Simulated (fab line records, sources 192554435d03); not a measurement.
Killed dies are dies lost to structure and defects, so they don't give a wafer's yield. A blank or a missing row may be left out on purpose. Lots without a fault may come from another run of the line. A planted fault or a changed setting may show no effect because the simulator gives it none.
Which tool did it? | flow n5_finfet | 24 lots, 72 wafers sampled, at 6 steps of a route of 1938

WHAT THE GAUGES READ, wafer by wafer
N5_BEOL_M9_OVL_MEAS_29. Usual: V8_OVL -0.3 nm, standard deviation 0.56.
lot  | measured     | on         | V8_OVL (nm)    | flag
L074 | day 9 01:22  | overlay-01 | -1.2 -0.4 -0.2 |
L075 | day 9 21:38  | overlay-01 | 0.8 -0.1 0.1   |
L077 | day 10 01:56 | overlay-02 | -0.2 -0.5 0.4  |
L076 | day 10 03:28 | overlay-02 | -0.4 -0.9 -1.3 |
L078 | day 10 13:50 | overlay-02 | -0.1 -0.2 -0.1 |
L080 | day 10 22:02 | overlay-01 | -1.1 -0.5 -0.3 |
L079 | day 11 00:52 | overlay-02 | 1.1 0.8 0.6    |
L081 | day 11 03:26 | overlay-01 | -0.6 -0.2 -0.6 |
L082 | day 11 17:14 | overlay-02 | -0.2 -0.4 -0.9 |
L083 | day 11 20:09 | overlay-01 | -1.0 -0.2 -0.6 |
L084 | day 11 21:21 | overlay-01 | -0.6 -0.2 0.2  |
L085 | day 12 04:15 | overlay-01 | 0.1 -1.0 -0.4  |
L086 | day 13 05:13 | overlay-02 | -1.1 -0.8 -1.4 |
L087 | day 13 05:23 | overlay-01 | -0.3 -1.0 0.4  |
L088 | day 13 11:31 | overlay-02 | 0.1 0.3 0.3    |
L089 | day 13 11:41 | overlay-01 | -0.6 -0.1 -0.3 |
L090 | day 13 18:28 | overlay-02 | -0.1 -0.2 -0.2 |
L092 | day 14 04:13 | overlay-01 | -0.1 -0.6 -1.2 |
L094 | day 14 03:29 | overlay-01 | 0.5 0.4 0.1    |
L093 | day 14 11:14 | overlay-02 | -1.9 -1.0 -1.0 |
L091 | day 14 13:38 | overlay-02 | -0.8 -0.6 -0.4 |
L095 | day 15 06:55 | overlay-02 | -0.2 -0.8 -0.3 |
L096 | day 15 13:53 | overlay-01 | -0.5 -0.1 -1.1 |
L097 | day 15 23:30 | overlay-01 | -0.7 -0.4 0.4  |

N5_BEOL_M9_INSPECT_58: inspects for defects (darkfield). Usual: raw_defect_count 71, standard deviation 24.
lot  | measured     | on                | raw_defect_count | flag
L074 | day 9 04:29  | defect_inspect-02 | 77 61 64         |
L075 | day 10 01:07 | defect_inspect-01 | 75 115 94        |
L077 | day 10 05:04 | defect_inspect-01 | 73 51 67         |
L076 | day 10 07:01 | defect_inspect-01 | 78 54 81         |
L078 | day 10 17:01 | defect_inspect-02 | 40 65 37         |
L080 | day 11 02:11 | defect_inspect-02 | 69 75 46         |
L079 | day 11 03:44 | defect_inspect-02 | 82 63 52         |
L081 | day 11 07:08 | defect_inspect-02 | 77 57 84         |
L082 | day 11 21:05 | defect_inspect-02 | 58 54 40         |
L083 | day 12 00:49 | defect_inspect-01 | 56 78 57         |
L084 | day 12 02:01 | defect_inspect-01 | 46 41 25         |
L085 | day 12 08:04 | defect_inspect-01 | 74 94 89         |
L086 | day 13 07:59 | defect_inspect-01 | 122 86 59        |
L087 | day 13 08:47 | defect_inspect-02 | 76 84 78         |
L088 | day 13 14:45 | defect_inspect-01 | 85 92 80         |
L089 | day 13 14:59 | defect_inspect-02 | 54 71 65         |
L090 | day 13 22:07 | defect_inspect-02 | 65 103 47        |
L092 | day 14 07:19 | defect_inspect-01 | 83 73 89         |
L094 | day 14 06:46 | defect_inspect-01 | 120 93 72        |
L093 | day 14 14:37 | defect_inspect-01 | 51 105 71        |
L091 | day 14 21:03 | defect_inspect-02 | 74 30 34         |
L095 | day 15 12:19 | defect_inspect-02 | 32 36 46         |
L096 | day 15 18:12 | defect_inspect-01 | 84 56 106        |
L097 | day 16 02:25 | defect_inspect-01 | 79 98 146        |

N5_BEOL_M10_INSPECT_13: inspects for defects (brightfield). Usual: raw_defect_count 414, standard deviation 110.
lot  | measured     | on                | raw_defect_count | flag
L074 | day 9 07:36  | defect_inspect-02 | 332 273 210      |
L075 | day 10 03:26 | defect_inspect-01 | 380 445 475      |
L077 | day 10 06:59 | defect_inspect-01 | 379 407 408      |
L076 | day 10 10:01 | defect_inspect-01 | 502 665 544      |
L078 | day 10 20:37 | defect_inspect-02 | 416 459 419      |
L080 | day 11 03:51 | defect_inspect-01 | 550 539 429      |
L079 | day 11 05:00 | defect_inspect-01 | 595 390 345      |
L081 | day 11 08:46 | defect_inspect-02 | 299 278 420      |
L082 | day 12 00:19 | defect_inspect-02 | 358 397 361      |
L083 | day 12 02:22 | defect_inspect-02 | 277 343 345      |
L084 | day 12 04:55 | defect_inspect-02 | 326 321 439      |
L085 | day 12 10:10 | defect_inspect-01 | 481 440 439      |
L086 | day 13 09:38 | defect_inspect-02 | 487 337 337      |
L087 | day 13 10:19 | defect_inspect-01 | 408 463 663      |
L088 | day 13 17:07 | defect_inspect-02 | 288 375 300      |
L089 | day 13 17:27 | defect_inspect-02 | 278 335 360      |
L090 | day 13 23:41 | defect_inspect-01 | 647 562 467      |
L092 | day 14 09:08 | defect_inspect-01 | 429 397 388      |
L094 | day 14 08:53 | defect_inspect-01 | 499 411 368      |
L093 | day 14 16:02 | defect_inspect-01 | 489 530 511      |
L091 | day 15 00:28 | defect_inspect-01 | 419 285 400      |
L095 | day 15 14:30 | defect_inspect-02 | 233 199 345      |
L096 | day 15 21:35 | defect_inspect-02 | 390 404 318      |
L097 | day 16 04:56 | defect_inspect-02 | 349 435 614      |

N5_BEOL_M10_OVL_MEAS_29. Usual: V9_OVL 0.1 nm, standard deviation 0.55.
lot  | measured     | on         | V9_OVL (nm)    | flag
L074 | day 9 11:26  | overlay-02 | -0.1 0.8 0.0   |
L075 | day 10 05:01 | overlay-01 | -0.3 0.2 -0.3  |
L077 | day 10 08:32 | overlay-01 | 0.4 1.5 0.4    |
L076 | day 10 11:17 | overlay-01 | 0.6 0.0 -0.3   |
L078 | day 10 21:39 | overlay-01 | 1.2 0.2 0.2    |
L080 | day 11 05:05 | overlay-01 | -0.1 0.0 -0.5  |
L079 | day 11 06:59 | overlay-02 | -0.4 0.2 -0.8  |
L081 | day 11 09:49 | overlay-02 | -0.4 -0.4 -0.7 |
L082 | day 12 01:20 | overlay-01 | 0.4 0.6 0.9    |
L083 | day 12 04:08 | overlay-01 | 0.6 0.3 1.1    |
L084 | day 12 08:07 | overlay-02 | 0.1 -0.1 0.2   |
L085 | day 12 11:44 | overlay-02 | 1.5 0.3 -0.4   |
L086 | day 13 11:41 | overlay-02 | 0.5 -0.5 1.3   |
L087 | day 13 11:51 | overlay-01 | 0.2 0.1 -0.6   |
L088 | day 13 18:37 | overlay-02 | 0.0 -0.4 -0.5  |
L089 | day 13 18:47 | overlay-01 | 0.4 0.5 0.6    |
L090 | day 14 00:37 | overlay-02 | -0.4 -0.4 0.3  |
L092 | day 14 11:16 | overlay-01 | 0.3 0.5 0.5    |
L094 | day 14 11:25 | overlay-02 | -0.4 -0.2 0.0  |
L093 | day 14 19:19 | overlay-01 | 0.5 0.2 -0.6   |
L091 | day 15 01:55 | overlay-02 | -1.3 -0.7 -0.8 |
L095 | day 15 16:38 | overlay-01 | -0.5 -0.2 0.4  |
L096 | day 15 23:34 | overlay-01 | 0.5 0.8 0.7    |
L097 | day 16 05:56 | overlay-01 | -1.0 -0.4 -0.4 |

WHICH TOOL RAN EACH LOT (tool, then ch and the chambers of the sampled wafers, then the start)
lot  | N5_BEOL_M9_PECVD_70             | N5_BEOL_M10_ETCH_61
L074 | pecvd-02 ch 0,1,2, day 8 22:23  | rie_diel-02 ch 0,1,3, day 9 07:41
L075 | pecvd-02 ch 0,2, day 9 18:32    | rie_diel-01 ch 0,1,3, day 10 03:31
L077 | pecvd-02 ch 0,1,2, day 9 23:03  | rie_diel-01 ch 0,2, day 10 07:03
L076 | pecvd-02 ch 0,1, day 10 01:38   | rie_diel-06 ch 0,1,3, day 10 10:14
L078 | pecvd-02 ch 0,1,2, day 10 11:41 | rie_diel-02 ch 0,1,2, day 10 20:41
L080 | pecvd-02 ch 1,2, day 10 19:20   | rie_diel-02 ch 0,1, day 11 04:13
L079 | pecvd-01 ch 0,2, day 10 21:56   | rie_diel-06 ch 1,2,3, day 11 05:34
L081 | pecvd-03 ch 0,1,2, day 11 00:04 | rie_diel-06 ch 0,3, day 11 08:50
L082 | pecvd-03 ch 1,2, day 11 13:32   | rie_diel-01 ch 1,2, day 12 00:23
L083 | pecvd-03 ch 1,2, day 11 16:58   | rie_diel-02 ch 0,3, day 12 02:45
L084 | pecvd-02 ch 1,2, day 11 17:46   | rie_diel-06 ch 0,2,3, day 12 05:18
L085 | pecvd-01 ch 0,2, day 11 22:29   | rie_diel-01 ch 0,3, day 12 10:52
L086 | pecvd-03 ch 0,1,2, day 12 23:51 | rie_diel-02 ch 0,1, day 13 09:56
L087 | pecvd-03 ch 0,1, day 13 00:42   | rie_diel-06 ch 0,3, day 13 10:23
L088 | pecvd-03 ch 1,2, day 13 09:11   | rie_diel-06 ch 1,2, day 13 17:22
L089 | pecvd-01 ch 0,1,2, day 13 09:37 | rie_diel-06 ch 1,2,3, day 13 17:40
L090 | pecvd-01 ch 0,1, day 13 15:31   | rie_diel-01 ch 0,1,3, day 13 23:49
L092 | pecvd-01 ch 0,1,2, day 13 23:15 | rie_diel-02 ch 0,1,3, day 14 09:23
L094 | pecvd-02 ch 0,1,2, day 14 00:46 | rie_diel-06 ch 1,2,3, day 14 09:13
L093 | pecvd-03 ch 1,2, day 14 07:52   | rie_diel-01 ch 0,1,2, day 14 16:06
L091 | pecvd-03 ch 0,2, day 14 11:26   | rie_diel-01 ch 0,2, day 15 01:02
L095 | pecvd-02 ch 0,1,2, day 15 03:35 | rie_diel-01 ch 2,3, day 15 14:56
L096 | pecvd-02 ch 0,2, day 15 11:14   | rie_diel-06 ch 0,1,2, day 15 21:39
L097 | pecvd-02 ch 0,1, day 15 21:13   | rie_diel-06 ch 1,2, day 16 05:01
- N5_BEOL_M9_PECVD_70: deposits SiO2 from TEOS/O2, target thk 20 nm, time 22.7 s.
- N5_BEOL_M10_ETCH_61: etches SiARC in CF4, target depth 39 nm, time 65 s.

WHAT THE TOOLS THEMSELVES READ (means of the sampled wafers that have a number; where no wafer has one, the mark that the record gives instead)
N5_BEOL_M9_PECVD_70. Usual: heater_power_w 718 W, standard deviation 110; showerhead_plenum_p_Torr 8.78 Torr, standard deviation 0.064; showerhead_vpp_V 1330 V, standard deviation 44; throttle_valve_pct 22.7 %, standard deviation 1.4.
lot  | tool     | heater_power_w (W) | showerhead_plenum_p_Torr (Torr) | showerhead_vpp_V (V) | throttle_valve_pct (%) | flag
L074 | pecvd-02 | 789                | 8.75                            | 1352                 | 22.0                   |
L075 | pecvd-02 | 819                | 8.73                            | 1368                 | 22.1                   |
L077 | pecvd-02 | 776                | 8.76                            | 1352                 | 22.0                   |
L076 | pecvd-02 | 692                | 8.79                            | 1326                 | 22.3                   |
L078 | pecvd-02 | 772                | 8.74                            | 1374                 | 22.2                   |
L080 | pecvd-02 | 684                | 8.74                            | 1343                 | 22.4                   |
L079 | pecvd-01 | 668                | 8.91                            | 1331                 | 24.9                   |
L081 | pecvd-03 | 671                | 8.78                            | 1305                 | 22.8                   |
L082 | pecvd-03 | 625                | 8.80                            | 1297                 | 21.3                   |
L083 | pecvd-03 | 658                | 8.81                            | 1297                 | 21.3                   |
L084 | pecvd-02 | 735                | 8.75                            | 1338                 | 22.2                   |
L085 | pecvd-01 | 671                | 8.86                            | 1337                 | 24.2                   |
L086 | pecvd-03 | 639                | 8.77                            | 1308                 | 22.6                   |
L087 | pecvd-03 | 581                | 8.78                            | 1324                 | 23.7                   |
L088 | pecvd-03 | 691                | 8.79                            | 1306                 | 21.6                   |
L089 | pecvd-01 | 690                | 8.86                            | 1301                 | 24.3                   |
L090 | pecvd-01 | 667                | 8.85                            | 1255                 | 23.8                   |
L092 | pecvd-01 | 672                | 8.87                            | 1306                 | 24.0                   |
L094 | pecvd-02 | 795                | 8.75                            | 1354                 | 22.3                   |
L093 | pecvd-03 | 742                | 8.78                            | 1302                 | 21.6                   |
L091 | pecvd-03 | 729                | 8.75                            | 1335                 | 24.2                   |
L095 | pecvd-02 | 817                | 8.74                            | 1357                 | 22.1                   |
L096 | pecvd-02 | 845                | 8.72                            | 1377                 | 22.1                   |
L097 | pecvd-02 | 782                | 8.78                            | 1328                 | 22.4                   |

N5_BEOL_M10_ETCH_61. Usual: drypump_motor_current_A 5.7 A, standard deviation 0.55; etch_rf_on_time_s 64.7 s, standard deviation 1.2; oes_product_au 0.70 a.u., standard deviation 0.052; rf_vpp_V 184.3 V, standard deviation 1.3; showerhead_plenum_p_Torr 2.15 Torr, standard deviation 0.083; throttle_valve_pct 15.59 %, standard deviation 0.15.
lot  | tool        | drypump_motor_current_A (A) | etch_rf_on_time_s (s) | oes_product_au (a.u.) | rf_vpp_V (V) | showerhead_plenum_p_Torr (Torr) | throttle_valve_pct (%) | flag
L074 | rie_diel-02 | 5.4                         | 64.3                  | 0.71                  | 184.2        | 2.14                            | 15.47                  |
L075 | rie_diel-01 | 5.7                         | 64.9                  | 0.63                  | 183.0        | 2.08                            | 15.80                  |
L077 | rie_diel-01 | 6.2                         | 63.7                  | 0.67                  | 182.4        | 2.06                            | 15.78                  |
L076 | rie_diel-06 | 5.7                         | 64.0                  | 0.71                  | 184.7        | 2.19                            | 15.56                  |
L078 | rie_diel-02 | 5.7                         | 64.3                  | 0.69                  | 184.5        | 2.19                            | 15.39                  |
L080 | rie_diel-02 | 5.7                         | 64.1                  | 0.70                  | 184.3        | 2.17                            | 15.40                  |
L079 | rie_diel-06 | 5.8                         | 65.0                  | 0.70                  | 185.1        | 2.18                            | 15.60                  |
L081 | rie_diel-06 | 5.2                         | 65.4                  | 0.72                  | 186.3        | 2.25                            | 15.50                  |
L082 | rie_diel-01 | 6.0                         | 66.0                  | 0.68                  | 184.1        | 2.10                            | 15.59                  |
L083 | rie_diel-02 | 5.4                         | 65.3                  | 0.69                  | 183.1        | 2.14                            | 15.49                  |
L084 | rie_diel-06 | 5.3                         | 64.5                  | 0.72                  | 185.3        | 2.25                            | 15.55                  |
L085 | rie_diel-01 | 5.8                         | 64.0                  | 0.74                  | 184.5        | 2.14                            | 15.57                  |
L086 | rie_diel-02 | 5.7                         | 64.4                  | 0.68                  | 184.7        | 2.16                            | 15.43                  |
L087 | rie_diel-06 | 5.2                         | 64.2                  | 0.70                  | 185.6        | 2.24                            | 15.53                  |
L088 | rie_diel-06 | 5.8                         | 64.2                  | 0.69                  | 184.2        | 2.18                            | 15.68                  |
L089 | rie_diel-06 | 5.7                         | 65.5                  | 0.68                  | 183.8        | 2.17                            | 15.63                  |
L090 | rie_diel-01 | 5.7                         | 64.0                  | 0.76                  | 184.2        | 2.16                            | 15.53                  |
L092 | rie_diel-02 | 5.4                         | 65.1                  | 0.66                  | 184.0        | 2.13                            | 15.56                  |
L094 | rie_diel-06 | 5.7                         | 64.6                  | 0.68                  | 185.2        | 2.17                            | 15.65                  |
L093 | rie_diel-01 | 5.9                         | 63.2                  | 0.77                  | 183.6        | 2.16                            | 15.47                  |
L091 | rie_diel-01 | 6.3                         | 63.4                  | 0.74                  | 183.9        | 2.15                            | 15.50                  |
L095 | rie_diel-01 | 6.0                         | 65.1                  | 0.68                  | 183.5        | 2.07                            | 15.63                  |
L096 | rie_diel-06 | 5.8                         | 65.5                  | 0.67                  | 184.2        | 2.17                            | 15.67                  |
L097 | rie_diel-06 | 6.2                         | 65.7                  | 0.65                  | 184.3        | 2.11                            | 15.74                  |

THE ANSWER, worked out from the rows above alone
Rule: a lot is off if the mean of its wafers that have a number lies more than 3 standard deviations from the usual mean. A lot without any number at a reading at which 4 lots or more have one is off too. The other lots that the step has rows for count as sound. The gauges are gone through in route order, then the tools' own readings, and for those a lot's mean is taken as printed above. The first step at which some lot is off is used, and at that step the reading that is off furthest; a lot without a number counts as furthest.
No lot is off at any reading shown: from this, nothing can be told.

WHAT THE SIMULATOR HAD PUT IN
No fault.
